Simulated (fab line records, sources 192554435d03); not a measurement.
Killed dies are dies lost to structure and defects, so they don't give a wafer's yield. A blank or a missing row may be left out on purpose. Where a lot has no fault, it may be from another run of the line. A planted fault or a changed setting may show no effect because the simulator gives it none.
Matching of chambers || flow n5_finfet || N5_BEOL_M11_CMP_52 on cmp-02 has 4 sister chambers
The step polishes, stops on SiCOH lowk, t overpolish 7 s, target thk 140 nm. 20 wafers are shown with their chamber, then 10 later ones without.

## WAFERS, EACH WITH ITS CHAMBER
{"wafer": "L074.3", "chamber": 2, "motor_current_A (A)": 6.0, "barrier_field_endpoint_s (s)": 28.8, "time_to_endpoint_s (s)": 67.3}
{"wafer": "L074.5", "chamber": 3, "motor_current_A (A)": 6.7, "barrier_field_endpoint_s (s)": 29.4, "time_to_endpoint_s (s)": 65.9}
{"wafer": "L074.6", "chamber": 2, "motor_current_A (A)": 6.0, "barrier_field_endpoint_s (s)": 29.0, "time_to_endpoint_s (s)": 63.8}
{"wafer": "L077.1", "chamber": 1, "motor_current_A (A)": 5.3, "barrier_field_endpoint_s (s)": 29.2, "time_to_endpoint_s (s)": 64.4}
{"wafer": "L077.2", "chamber": 2, "motor_current_A (A)": 5.9, "barrier_field_endpoint_s (s)": 29.6, "time_to_endpoint_s (s)": 70.8}
{"wafer": "L077.6", "chamber": 2, "motor_current_A (A)": 6.1, "barrier_field_endpoint_s (s)": 29.6, "time_to_endpoint_s (s)": 67.0}
{"wafer": "L080.1", "chamber": 1, "motor_current_A (A)": 5.4, "barrier_field_endpoint_s (s)": 28.1, "time_to_endpoint_s (s)": 64.7}
{"wafer": "L080.2", "chamber": 0, "motor_current_A (A)": 5.3, "barrier_field_endpoint_s (s)": 29.0, "time_to_endpoint_s (s)": 67.3}
{"wafer": "L080.4", "chamber": 2, "motor_current_A (A)": 6.0, "barrier_field_endpoint_s (s)": 29.7, "time_to_endpoint_s (s)": 67.1}
{"wafer": "L080.3", "chamber": 3, "motor_current_A (A)": 6.1, "barrier_field_endpoint_s (s)": 28.8, "time_to_endpoint_s (s)": 65.1}
{"wafer": "L080.5", "chamber": 1, "motor_current_A (A)": 5.5, "barrier_field_endpoint_s (s)": 28.5, "time_to_endpoint_s (s)": 64.8}
{"wafer": "L080.6", "chamber": 0, "motor_current_A (A)": 5.3, "barrier_field_endpoint_s (s)": 29.5, "time_to_endpoint_s (s)": 67.0}
{"wafer": "L084.1", "chamber": 1, "motor_current_A (A)": 5.6, "barrier_field_endpoint_s (s)": 28.6, "time_to_endpoint_s (s)": 62.4}
{"wafer": "L084.5", "chamber": 1, "motor_current_A (A)": 5.6, "barrier_field_endpoint_s (s)": 29.0, "time_to_endpoint_s (s)": 60.8}
{"wafer": "L084.6", "chamber": 2, "motor_current_A (A)": 6.0, "barrier_field_endpoint_s (s)": 29.4, "time_to_endpoint_s (s)": 64.8}
{"wafer": "L088.3", "chamber": 3, "motor_current_A (A)": 6.3, "barrier_field_endpoint_s (s)": 28.6, "time_to_endpoint_s (s)": 65.5}
{"wafer": "L088.5", "chamber": 2, "motor_current_A (A)": 6.0, "barrier_field_endpoint_s (s)": 29.4, "time_to_endpoint_s (s)": 65.6}
{"wafer": "L088.6", "chamber": 1, "motor_current_A (A)": 5.7, "barrier_field_endpoint_s (s)": 27.9, "time_to_endpoint_s (s)": 62.3}
{"wafer": "L093.2", "chamber": 0, "motor_current_A (A)": 5.1, "barrier_field_endpoint_s (s)": 27.5, "time_to_endpoint_s (s)": 60.8}
{"wafer": "L093.4", "chamber": 2, "motor_current_A (A)": 6.2, "barrier_field_endpoint_s (s)": 28.6, "time_to_endpoint_s (s)": 60.5}

SIGNATURES (means of the wafers above)
{"reading": "motor_current_A", "chamber 0": 5.233, "chamber 1": 5.517, "chamber 2": 6.025, "chamber 3": 6.367, "scatter within a chamber": 0.153}
{"reading": "barrier_field_endpoint_s", "chamber 0": 28.667, "chamber 1": 28.550, "chamber 2": 29.262, "chamber 3": 28.933, "scatter within a chamber": 0.556}
{"reading": "time_to_endpoint_s", "chamber 0": 65.033, "chamber 1": 63.233, "chamber 2": 65.862, "chamber 3": 65.500, "scatter within a chamber": 2.55}
Rule: a wafer lies at a distance from a chamber equal to the root of the sum of squares, over the readings, of (its reading less the chamber's mean, divided by the reading's scatter). The wafer belongs to the nearest chamber; if the next one is less than 2 further off, it can't be placed. The scatter: take each reading less its chamber's mean, square it, sum over the shown wafers, divide by the number of wafers less the number of chambers, and take the root.

## WAFERS WHOSE CHAMBER IS MISSING
{"wafer": "L093.6", "motor_current_A (A)": 6.0, "barrier_field_endpoint_s (s)": 29.0, "time_to_endpoint_s (s)": 62.9}
{"wafer": "L093.1", "motor_current_A (A)": 5.7, "barrier_field_endpoint_s (s)": 27.6, "time_to_endpoint_s (s)": 59.9}
{"wafer": "L093.3", "motor_current_A (A)": 6.3, "barrier_field_endpoint_s (s)": 28.7, "time_to_endpoint_s (s)": 57.7}
{"wafer": "L093.5", "motor_current_A (A)": 6.1, "barrier_field_endpoint_s (s)": 28.5, "time_to_endpoint_s (s)": 62.4}
{"wafer": "L094.1", "motor_current_A (A)": 6.0, "barrier_field_endpoint_s (s)": 29.4, "time_to_endpoint_s (s)": 71.4}
{"wafer": "L094.2", "motor_current_A (A)": 5.3, "barrier_field_endpoint_s (s)": 29.6, "time_to_endpoint_s (s)": 66.8}
{"wafer": "L094.5", "motor_current_A (A)": 5.9, "barrier_field_endpoint_s (s)": 30.1, "time_to_endpoint_s (s)": 68.1}
{"wafer": "L094.3", "motor_current_A (A)": 6.3, "barrier_field_endpoint_s (s)": 29.1, "time_to_endpoint_s (s)": 66.6}
{"wafer": "L094.4", "motor_current_A (A)": 5.4, "barrier_field_endpoint_s (s)": 29.8, "time_to_endpoint_s (s)": 68.5}
{"wafer": "L094.6", "motor_current_A (A)": 5.4, "barrier_field_endpoint_s (s)": 29.6, "time_to_endpoint_s (s)": 66.6}

## WHICH CHAMBER EACH WENT THROUGH
{"wafer": "L093.6", "from the rows above": "can't be placed: 2 or 3 or 1", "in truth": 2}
{"wafer": "L093.1", "from the rows above": "can't be placed: 1 or 0 or 2", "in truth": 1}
{"wafer": "L093.3", "from the rows above": "can't be placed: 3 or 2", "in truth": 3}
{"wafer": "L093.5", "from the rows above": "can't be placed: 2 or 3 or 1", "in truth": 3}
{"wafer": "L094.1", "from the rows above": "can't be placed: 2 or 3", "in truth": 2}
{"wafer": "L094.2", "from the rows above": "can't be placed: 0 or 1", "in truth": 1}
{"wafer": "L094.5", "from the rows above": "can't be placed: 2 or 3", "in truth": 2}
{"wafer": "L094.3", "from the rows above": "can't be placed: 3 or 2", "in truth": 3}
{"wafer": "L094.4", "from the rows above": "can't be placed: 0 or 1 or 2", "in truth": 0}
{"wafer": "L094.6", "from the rows above": "can't be placed: 0 or 1", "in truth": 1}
0 of 10 placed correctly. Unplaceable from these rows: 10, with the true chamber sitting among the candidates in 10. Wrongly placed: 0.
